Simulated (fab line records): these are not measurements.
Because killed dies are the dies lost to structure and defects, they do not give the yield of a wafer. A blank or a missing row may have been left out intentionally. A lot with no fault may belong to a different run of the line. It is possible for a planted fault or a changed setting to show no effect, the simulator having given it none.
fab line records	flow n5Finfet
record lots=9	wafers=27	lastDay=19
route steps=1938 shown BEOL_M4@1111 BEOL_M12@1612 PASSIVATION@1936
lots with no fault: from the same line, run without faults
startH: the number of hours between the record's first day and the start of the first shown wafer of the lot	waitH: how many hours have passed since the lot's step before this one	" same as the row above	L1.1+2: a single row standing in for several wafers	- no value present, or no start provided	* or withheld: withheld	< > ~ a bound
route shown NAME@n: a module of which the file shows steps, and the number in the route of the first	usual: mean/standard deviation taken from wafers without a fault	same: alike in all rows	chamber/n: place in a boat	sites: per-site readings	_std_site: how widely they spread, as a standard deviation	_edge_site: the outer-site mean with the inner-site mean subtracted	radiusMm: how far each site lies from the wafer's centre	mask NAME#n: copy n	behind: the last tool/chamber to shape the wafer	hold: what put the lot on hold/how long, in hours/how the hold closed	device: the transistor (n, p or np) that didn't switch	end of line: the route-end tests of the same wafers	step lacking rows: just its recipe	killed: count of dies lost to structure and defects at first sort (not the wafer's yield)	map: a wafer's dies, marking killed ones x, the rest . and places with no die _
set.NAME: the run value of the setting; set.NAME@STEP: its run value at that earlier step	model.NAME: the simulator's own value behind a step, which no gauge read
steps of the route over a sample of lots; a table a step, a row a wafer
services: when a tool's chamber went out of use (startH, in hours from the record's first day, below 0 if earlier), for how many hours, and the reason
## steps
# step N5_BEOL_M4_RC_MEAS_101
# usual DIBL_N=35.1/1.6	DIBL_P=34.9/1.8	IOFF_N=0.143/0.026	IOFF_P=0.21/0.037	ION_N=671/11	ION_P=463/7.8	SS_N=71.2/0.58	SS_P=73.0/0.54	VT_N=251/3	VT_P=-250/4.1
lot.wafer	tool	chamber	startH	waitH	DIBL_N[mV/V]	DIBL_P[mV/V]	IOFF_N[nA/um]	IOFF_P[nA/um]	ION_N[uA/um]	ION_P[uA/um]	SS_N[mV/dec]	SS_P[mV/dec]	VT_N[mV]	VT_P[mV]
L714.2	prober-01	0	177.95	0.2	31.8	30.7	0.109	0.15	658	457	71.1	71.7	253	-253
L714.3	"	0	"	"	34.7	35.7	0.146	0.21	667	465	72.3	73.5	250	-249
L714.5	"	0	"	"	31.2	30.9	0.097	0.15	652	457	70.0	71.7	256	-250
L715.1	prober-02	0	191.28	0.0	32.9	32.2	0.110	0.18	663	462	69.8	72.5	255	-249
L715.4	"	0	"	"	34.7	34.7	0.137	0.21	678	472	70.9	72.8	250	-248
L715.5	"	0	"	"	35.1	35.1	0.147	0.22	680	464	71.3	72.7	252	-249
L716.3	prober-01	0	196.47	0.3	33.5	33.1	0.131	0.17	676	461	71.2	72.3	249	-254
L716.5	"	0	"	"	33.3	32.9	0.129	0.17	670	453	71.2	73.0	251	-255
L716.6	"	0	"	"	34.0	33.4	0.138	0.16	675	460	70.9	73.1	253	-254
L717.1	prober-01	0	198.56	0.0	31.5	31.2	0.092	0.12	661	455	69.7	72.1	259	-260
L717.2	"	0	"	"	35.8	35.1	0.149	0.16	655	450	71.0	72.9	251	-255
L717.3	"	0	"	"	33.8	33.7	0.122	0.15	663	453	70.4	73.3	252	-256
L722.2	prober-02	0	248.51	0.2	35.2	34.4	0.143	0.19	676	462	71.2	73.3	252	-253
L722.3	"	0	"	"	36.0	35.8	0.156	0.21	678	466	72.0	74.1	249	-250
L722.5	"	0	"	"	34.7	34.0	0.136	0.19	671	462	71.2	73.2	251	-253
L724.2	prober-01	0	250.13	0.2	34.9	33.6	0.126	0.17	671	460	71.2	72.4	255	-254
L724.3	"	0	"	"	35.5	35.2	0.131	0.18	661	459	70.9	73.8	254	-254
L724.6	"	0	"	"	34.3	33.2	0.118	0.16	664	454	70.7	72.8	254	-256
L727.2	prober-01	0	280.77	0.2	35.4	34.8	0.146	0.20	679	463	71.4	73.3	253	-248
L727.5	"	0	"	"	36.8	35.9	0.168	0.23	672	462	72.1	72.6	246	-248
L727.6	"	0	"	"	36.3	35.6	0.158	0.21	658	455	71.6	72.7	251	-248
L728.2	prober-01	0	292.09	0.2	34.3	32.9	0.113	0.21	654	457	70.6	72.9	259	-250
L728.4	"	0	"	"	37.8	37.6	0.182	0.30	681	475	71.5	73.5	249	-243
L728.5	"	0	"	"	39.0	37.7	0.201	0.29	676	466	72.7	74.2	249	-243
L733.1	prober-01	0	330.80	0.0	34.3	33.8	0.121	0.19	656	450	71.3	72.6	253	-251
L733.2	"	0	"	"	37.4	38.1	0.175	0.26	675	472	71.4	73.6	249	-247
L733.3	"	0	"	"	36.3	36.9	0.154	0.23	674	472	71.2	72.7	251	-250
# step N5_BEOL_M12_CD_MEAS_10
# recipe targetCdNm=140	landingEnergyEv=500	detector=seInlens	polarity=opening
# usual cdNm=141.1/2.1
lot.wafer	tool	chamber	startH	waitH	cdNm
L714.2	cdSem-03	0	255.44	-	138.0
L714.3	"	0	"	"	141.1
L714.5	"	0	"	"	135.7
L715.1	cdSem-01	0	278.38	-	140.1
L715.4	"	0	"	"	140.7
L715.5	"	0	"	"	138.6
L716.3	cdSem-01	0	279.39	-	143.1
L716.5	"	0	"	"	144.7
L716.6	"	0	"	"	144.1
L717.1	cdSem-03	0	287.62	-	142.3
L717.2	"	0	"	"	141.0
L717.3	"	0	"	"	143.2
L722.2	cdSem-01	0	312.02	-	140.2
L722.3	"	0	"	"	142.6
L722.5	"	0	"	"	138.4
L724.2	cdSem-03	0	317.88	-	138.1
L724.3	"	0	"	"	140.0
L724.6	"	0	"	"	141.9
L727.2	cdSem-03	0	344.80	-	137.8
L727.5	"	0	"	"	140.7
L727.6	"	0	"	"	139.7
L728.2	cdSem-02	0	369.64	-	142.3
L728.4	"	0	"	"	140.1
L728.5	"	0	"	"	143.8
L733.1	cdSem-03	0	413.03	-	140.1
L733.2	"	0	"	"	136.9
L733.3	"	0	"	"	139.0
# step N5_BEOL_M12_VIA_ETCH_16
# recipe chemistry=C4F8/O2/Ar	target=SiOC	pressureMtorr=30	sourceW=3000	biasW=700	Ar_flow_sccm=400	C4F8_flow_sccm=15	O2_flow_sccm=8	heInnerTorr=15	heOuterTorr=30	targetDepthA=7248	timeS=withheld	ionEnergyEv=250	ends=cleared
# usual drypumpMotorCurrentA=5.71/0.26	oesProductAu=0.75/0.052	rfVppV=666.7/2.9	showerheadPlenumPTorr=3.47/0.1	throttleValvePct=24.09/0.22
lot.wafer	tool	chamber	startH	waitH	drypumpMotorCurrentA	oesProductAu	rfVppV	showerheadPlenumPTorr	throttleValvePct
L714.2	rieDiel-06	2	255.62	0.0	5.76	0.76	669.9	3.63	23.94
L714.3	"	1	"	"	5.59	0.73	662.8	3.33	24.07
L714.5	"	1	"	"	5.61	0.73	664.6	3.33	24.09
L715.1	rieDiel-06	0	278.56	0.0	5.58	0.75	670.9	3.58	24.25
L715.4	"	2	"	"	5.76	0.74	670.1	3.62	23.93
L715.5	"	0	"	"	5.60	0.74	671.6	3.58	24.24
L716.3	rieDiel-05	2	279.78	0.0	6.13	0.73	666.8	3.44	24.42
L716.5	"	2	"	"	6.13	0.73	666.6	3.44	24.43
L716.6	"	3	"	"	5.86	0.83	663.9	3.38	24.25
L717.1	rieDiel-04	0	287.79	0.0	5.46	0.83	664.4	3.37	23.89
L717.2	"	1	"	"	6.06	0.80	666.8	3.46	24.08
L717.3	"	3	"	"	6.04	0.75	670.0	3.60	24.28
L722.2	rieDiel-06	2	314.45	0.0	5.74	0.72	671.4	3.61	23.99
L722.3	"	3	"	"	5.29	0.80	666.5	3.49	23.81
L722.5	"	1	"	"	5.62	0.71	660.4	3.32	24.11
L724.2	rieDiel-05	3	320.47	0.0	5.90	0.79	663.9	3.37	24.28
L724.3	"	2	"	"	6.12	0.70	666.5	3.42	24.46
L724.6	"	0	"	"	5.57	0.66	666.7	3.40	23.87
L727.2	rieDiel-05	1	344.97	0.0	5.81	0.73	666.3	3.46	23.76
L727.5	"	2	"	"	6.13	0.69	665.7	3.42	24.49
L727.6	"	3	"	"	5.89	0.77	663.6	3.37	24.29
L728.2	rieDiel-06	3	369.82	0.0	5.27	0.78	665.2	3.48	23.81
L728.4	"	0	"	"	5.57	0.71	670.0	3.56	24.28
L728.5	"	0	"	"	5.57	0.71	670.1	3.56	24.29
L733.1	rieDiel-06	0	413.21	0.0	5.60	0.70	670.4	3.55	24.30
L733.2	"	3	"	"	5.29	0.76	666.1	3.48	23.82
L733.3	"	1	"	"	5.60	0.69	662.6	3.30	24.16
# step N5_BEOL_M12_CD_MEAS_28
# recipe targetCdNm=160.2	landingEnergyEv=500	detector=seInlens	polarity=opening
# usual cdNm=159.3/1.7
lot.wafer	tool	chamber	startH	waitH	cdNm
L714.2	cdSem-01	0	256.48	-	159.6
L714.3	"	0	"	"	157.9
L714.5	"	0	"	"	157.3
L715.1	cdSem-03	0	279.43	-	161.0
L715.4	"	0	"	"	161.7
L715.5	"	0	"	"	159.5
L716.3	cdSem-01	0	280.51	-	159.6
L716.5	"	0	"	"	159.8
L716.6	"	0	"	"	159.1
L717.1	cdSem-01	0	288.65	-	160.8
L717.2	"	0	"	"	158.0
L717.3	"	0	"	"	161.8
L722.2	cdSem-02	0	315.20	-	155.8
L722.3	"	0	"	"	157.0
L722.5	"	0	"	"	157.7
L724.2	cdSem-01	0	321.33	-	157.1
L724.3	"	0	"	"	157.1
L724.6	"	0	"	"	158.0
L727.2	cdSem-03	0	345.71	-	158.2
L727.5	"	0	"	"	160.7
L727.6	"	0	"	"	159.5
L728.2	cdSem-03	0	370.55	-	162.2
L728.4	"	0	"	"	158.6
L728.5	"	0	"	"	161.4
L733.1	cdSem-02	0	413.94	-	160.1
L733.2	"	0	"	"	156.4
L733.3	"	0	"	"	159.2
# step N5_BEOL_M12_SPUTTER_45
# recipe material=Cu	targetThkA=800	tempC=-20	biasV=60	powerW=26000	chamberPressurePa=0.13	timeS=13.33
# usual biasV=60.0/0.62	cathodeDcPowerW=26000/5.1	throttleValvePct=30.7/0.94	timeS=13.33/0
lot.wafer	tool	chamber	startH	waitH	biasV	cathodeDcPowerW	throttleValvePct	timeS
L714.2	pvdSputter-01	-	266.69	0.0	59.8	26001	30.5	13.33
L714.3	"	-	"	"	59.2	26002	32.3	13.33
L714.5	"	-	"	"	59.7	25997	32.2	13.33
L715.1	pvdSputter-02	-	281.27	0.0	59.4	25994	32.5	13.33
L715.4	"	-	"	"	60.1	26003	30.3	13.33
L715.5	"	-	"	"	59.8	25996	30.2	13.33
L716.3	pvdSputter-01	-	285.83	0.0	60.9	25999	32.1	13.33
L716.5	"	-	"	"	59.1	26003	30.6	13.33
L716.6	"	-	"	"	59.8	26004	31.0	13.33
L717.1	pvdSputter-02	-	293.27	0.0	60.2	25991	30.0	13.33
L717.2	"	-	"	"	60.4	26012	32.4	13.33
L717.3	"	-	"	"	60.3	26000	30.3	13.33
L722.2	pvdSputter-03	-	318.64	0.0	60.0	26005	31.5	13.33
L722.3	"	-	"	"	59.9	26008	29.0	13.33
L722.5	"	-	"	"	60.6	26000	30.6	13.33
L724.2	pvdSputter-03	-	323.86	0.0	60.5	26002	31.1	13.33
L724.3	"	-	"	"	59.9	26003	31.4	13.33
L724.6	"	-	"	"	59.5	25998	30.5	13.33
L727.2	pvdSputter-01	-	349.58	0.0	59.5	25992	30.7	13.33
L727.5	"	-	"	"	60.1	25995	30.5	13.33
L727.6	"	-	"	"	58.7	26006	30.8	13.33
L728.2	pvdSputter-02	-	374.10	0.0	60.8	25995	30.1	13.33
L728.4	"	-	"	"	60.0	26010	32.3	13.33
L728.5	"	-	"	"	60.5	25998	30.1	13.33
L733.1	pvdSputter-02	-	415.58	0.0	-	-	-	-
L733.2	"	-	"	"	-	-	-	-
L733.3	"	-	"	"	-	-	-	-
# step N5_BEOL_M12_THK_MEAS_50
# recipe thkMeasGauge=xrf	reads=Cu_of_BEOL_M12_ECD_47
# usual M12_THK=317/5.2
lot.wafer	tool	chamber	startH	waitH	M12_THK[nm]
L714.2	filmMetro-02	-	267.54	-	318
L714.3	"	-	"	"	326
L714.5	"	-	"	"	327
L715.1	filmMetro-02	-	282.14	-	323
L715.4	"	-	"	"	324
L715.5	"	-	"	"	320
L716.3	filmMetro-02	-	286.68	-	313
L716.5	"	-	"	"	317
L716.6	"	-	"	"	315
L717.1	filmMetro-01	-	294.13	-	323
L717.2	"	-	"	"	326
L717.3	"	-	"	"	322
L722.2	filmMetro-02	-	319.50	-	323
L722.3	"	-	"	"	328
L722.5	"	-	"	"	328
L724.2	filmMetro-02	-	324.91	-	313
L724.3	"	-	"	"	307
L724.6	"	-	"	"	307
L727.2	filmMetro-01	-	350.59	-	314
L727.5	"	-	"	"	313
L727.6	"	-	"	"	320
L728.2	filmMetro-01	-	374.95	-	314
L728.4	"	-	"	"	309
L728.5	"	-	"	"	315
L733.1	filmMetro-01	-	416.44	-	-
L733.2	"	-	"	"	-
L733.3	"	-	"	"	-
# step N5_BEOL_M12_RS_MEAS_54
# recipe thkMeasGauge=four-point-probe	reads=Cu_of_BEOL_M12_ECD_47+Ta_of_BEOL_M12_SPUTTER_44+TaN_of_BEOL_M12_SPUTTER_43
# usual M12_RS=0.0600/0.0011
lot.wafer	tool	chamber	startH	waitH	M12_RS[ohm/sq]
L714.2	filmMetro-01	-	267.67	0.0	0.0599
L714.3	"	-	"	"	0.0581
L714.5	"	-	"	"	0.0584
L715.1	filmMetro-02	-	282.27	0.0	0.0586
L715.4	"	-	"	"	0.0586
L715.5	"	-	"	"	0.0590
L716.3	filmMetro-02	-	286.81	0.0	0.0612
L716.5	"	-	"	"	0.0602
L716.6	"	-	"	"	0.0606
L717.1	filmMetro-02	-	294.25	0.0	0.0582
L717.2	"	-	"	"	0.0581
L717.3	"	-	"	"	0.0587
L722.2	filmMetro-01	-	319.63	0.0	0.0589
L722.3	"	-	"	"	0.0580
L722.5	"	-	"	"	0.0582
L724.2	filmMetro-01	-	325.04	0.0	0.0607
L724.3	"	-	"	"	0.0623
L724.6	"	-	"	"	0.0620
L727.2	filmMetro-01	-	350.72	0.1	0.0599
L727.5	"	-	"	"	0.0607
L727.6	"	-	"	"	0.0592
L728.2	filmMetro-02	-	375.08	0.0	0.0611
L728.4	"	-	"	"	0.0620
L728.5	"	-	"	"	0.0613
L733.1	filmMetro-01	-	416.56	0.0	56.614
L733.2	"	-	"	"	58.093
L733.3	"	-	"	"	56.982
# step N5_PASSIVATION_PROBE_49
# usual defectLimitedYield=91.1/1.4	killed_at_M0_to_M3=36/11	killed_at_M4_up=14/5.2	killedAtContacts=12/6.1	killedAtFrontEnd=40/12	killedAtOther=3.2/2.5	killedDies=105/16	killedOnRim=14/4.4	killedOpen=68/12	killedShort=35/8.7	sort_bin_5_function=5.2/0.89	sort_bin_6_memory=3.3/0.66	sortNPass=1074/16	sortYieldPct=91.1/1.4
# same grossDies=1180	killedAtBackSide=0	sort_bin_4_leakage[%]=0	sort_bin_8_speed[%]=0
lot.wafer	tool	chamber	startH	waitH	defectLimitedYield[%]	killed_at_M0_to_M3	killed_at_M4_up	killedAtContacts	killedAtFrontEnd	killedAtOther	killedDies	killedOnRim	killedOpen	killedShort	sort_bin_5_function[%]	sort_bin_6_memory[%]	sortNPass	sortYieldPct[%]
L714.2	prober-02	-	307.96	0.1	92.2	33	17	15	25	2	92	7	70	21	4.3	3.1	1088	92.2
L714.3	prober-02	-	308.01	0.1	92.2	25	18	10	37	2	92	11	63	29	4.9	2.5	1088	92.2
L714.5	prober-02	-	308.11	0.2	90.3	55	22	3	27	8	115	17	82	32	5.8	3.8	1065	90.3
L724.2	prober-01	-	362.97	0.1	90.2	23	22	17	45	9	116	16	69	39	5.7	3.3	1064	90.2
L728.2	prober-01	-	409.40	0.1	90.5	34	21	9	45	3	112	21	73	34	5.3	3.7	1068	90.5
L728.4	prober-01	-	409.50	0.2	92.6	31	8	7	33	8	87	9	62	20	4.0	3.1	1093	92.6
L728.5	prober-01	-	409.55	0.2	90.6	31	11	13	48	8	111	8	62	47	5.3	3.9	1069	90.6
L733.1	prober-01	-	448.81	0.0	0	43	1067	8	58	4	1180	152	93	37	94.9	4.8	0	0
L733.2	prober-01	-	448.86	0.1	0	35	1070	10	58	7	1180	152	80	51	95.4	4.1	0	0
L733.3	prober-01	-	448.91	0.1	0	34	1107	7	30	2	1180	152	40	42	97.2	2.2	0	0
# killed by level:class
L714.2 MOL_CONTACT_COAG:geometricParticle:open=14 FIN_SAQP:geometricParticle:open=10 BEOL_M4:geometricParticle:open=10 BEOL_M3:geometricParticle:open=7 FIN_SAQP:geometricParticle:short=6 BEOL_M0:geometricParticle:open=6 BEOL_M2:geometricParticle:open=5 BEOL_M1:geometricParticle:open=4
L714.3 FIN_SAQP:geometricParticle:open=15 MOL_CONTACT_COAG:geometricParticle:open=7 BEOL_M7:geometricParticle:open=7 FIN_SAQP:geometricParticle:short=6 STI_FIN_REVEAL:geometricParticle:open=6 BEOL_M0_SAQP:geometricParticle:open=5 BEOL_M3:geometricParticle:open=5 BEOL_M0_SAQP:geometricParticle:short=4
L714.5 BEOL_M0_SAQP:geometricParticle:open=16 BEOL_M4:geometricParticle:open=11 BEOL_M2:geometricParticle:open=10 BEOL_M0:geometricParticle:open=9 BEOL_M0_SAQP:geometricParticle:short=8 STI_FIN_REVEAL:geometricParticle:open=6 BEOL_M3:geometricParticle:open=6 STARTING-WAFER:geometricParticle:short=4
L724.2 BEOL_M4:geometricParticle:open=13 MOL_CONTACT_COAG:geometricParticle:open=13 FIN_SAQP:geometricParticle:short=9 DUMMY_GATE:geometricParticle:open=6 BEOL_M3:geometricParticle:open=6 PAD_METAL:geometricParticle:short=5 MOL_CONTACT_COAG:geometricParticle:short=4 BEOL_M0_SAQP:geometricParticle:open=4
L728.2 STI_FIN_REVEAL:geometricParticle:open=10 BEOL_M4:geometricParticle:open=10 BEOL_M0_SAQP:geometricParticle:short=8 MOL_CONTACT_COAG:geometricParticle:open=7 BEOL_M0_SAQP:geometricParticle:open=7 GATE_CUT:geometricParticle:short=6 FIN_SAQP:geometricParticle:short=5 DUMMY_GATE:geometricParticle:open=5
L728.4 STI_FIN_REVEAL:geometricParticle:open=12 BEOL_M1:geometricParticle:open=7 BEOL_M2:geometricParticle:open=7 BEOL_M0_SAQP:geometricParticle:open=6 BEOL_M0_SAQP:geometricParticle:short=6 FIN_SAQP:geometricParticle:open=4 BEOL_M3:geometricParticle:open=4 MOL_CONTACT_COAG:geometricParticle:open=4
L728.5 STI_FIN_REVEAL:geometricParticle:open=15 BEOL_M0_SAQP:geometricParticle:short=12 MOL_CONTACT_COAG:geometricParticle:open=11 GATE_CUT:geometricParticle:short=6 STI_FIN_REVEAL:geometricParticle:short=5 BEOL_M2:geometricParticle:open=5 BEOL_M0_SAQP:geometricParticle:open=5 SPACER0:geometricParticle:short=4
L733.1 BEOL_M12:areaEcd=537 BEOL_M12:areaSputter=512 FIN_SAQP:geometricParticle:open=23 BEOL_M4:geometricParticle:open=14 BEOL_M0_SAQP:geometricParticle:open=10 BEOL_M0_SAQP:geometricParticle:short=9 BEOL_M3:geometricParticle:open=9 FIN_SAQP:geometricParticle:short=8
L733.2 BEOL_M12:areaEcd=542 BEOL_M12:areaSputter=504 FIN_SAQP:geometricParticle:short=15 FIN_SAQP:geometricParticle:open=11 BEOL_M4:geometricParticle:open=11 BEOL_M0_SAQP:geometricParticle:short=10 MOL_CONTACT_COAG:geometricParticle:open=8 STI_FIN_REVEAL:geometricParticle:open=7
L733.3 BEOL_M12:areaEcd=559 BEOL_M12:areaSputter=537 BEOL_M0_SAQP:geometricParticle:short=10 FIN_SAQP:geometricParticle:short=8 BEOL_M0_SAQP:geometricParticle:open=7 BEOL_M3:geometricParticle:short=7 MOL_CONTACT_COAG:geometricParticle:open=6 BEOL_M3:geometricParticle:open=6
## services
tool	chamber	startH	hours	kind
rieDiel-05	-	238.15	0.8	repair
rieDiel-04	0	238.47	-	clean
rieDiel-04	0	238.47	-	consumableReplace:focusRing
rieDiel-04	0	238.47	12.6	scheduledDown
rieDiel-04	0	238.47	12.6	ventCycle
pvdSputter-03	-	256.81	10.5	repair
rieDiel-04	2	272.93	-	clean
rieDiel-04	2	272.93	-	consumableReplace:focusRing
rieDiel-04	2	272.93	-	consumableReplace:showerhead
rieDiel-04	2	272.93	28.6	scheduledDown
rieDiel-04	2	272.93	28.6	ventCycle
rieDiel-04	-	292.12	28.1	pm
rieDiel-04	1	326.00	10.0	repair
rieDiel-05	0	329.85	3.2	repair
rieDiel-05	-	339.29	2.8	pm
rieDiel-04	-	341.02	0.3	repair
rieDiel-05	1	355.98	1.7	repair
rieDiel-04	-	391.12	0.2	repair
rieDiel-06	0	393.32	5.4	repair
pvdSputter-02	-	394.73	1.5	repair
## key
firstSign step=N5_BEOL_M12_SPUTTER_45	reading=toolRecord	direction=missing
effect step=N5_BEOL_M12_THK_MEAS_50	reading=M12_THK	direction=missing
effect step=N5_BEOL_M12_RS_MEAS_54	reading=M12_RS	direction=up	sigmas=99+	usual=0.0600	struck=57.230
effect step=N5_PASSIVATION_PROBE_49	reading=killed_at_M4_up	direction=up	sigmas=99+	usual=14	struck=1081
moreKillsBornAt N5_BEOL_M12_ECD_47@ecdCu-01=1638	N5_BEOL_M12_SPUTTER_45@pvdSputter-02=1553
metAt N5_BEOL_M12_SPUTTER_45
struckLots L733
laterRowsLeftOut L733.1,L733.2,L733.3
notActingAt N5_BEOL_M12_CD_MEAS_10,N5_BEOL_M12_VIA_ETCH_16,N5_BEOL_M12_CD_MEAS_28
onsetBetween 374.10 415.58
fault kind=skippedStepWhole	tool=pvdSputter-01,pvdSputter-02,pvdSputter-03	chamber=-	onsetH=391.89	steps=N5_BEOL_M12_SPUTTER_45	scope=struckLotsOnly
# laterRowsLeftOut: the simulator's readings of these wafers behind a module that went badly wrong aren't trusted and aren't shown, but for the sort
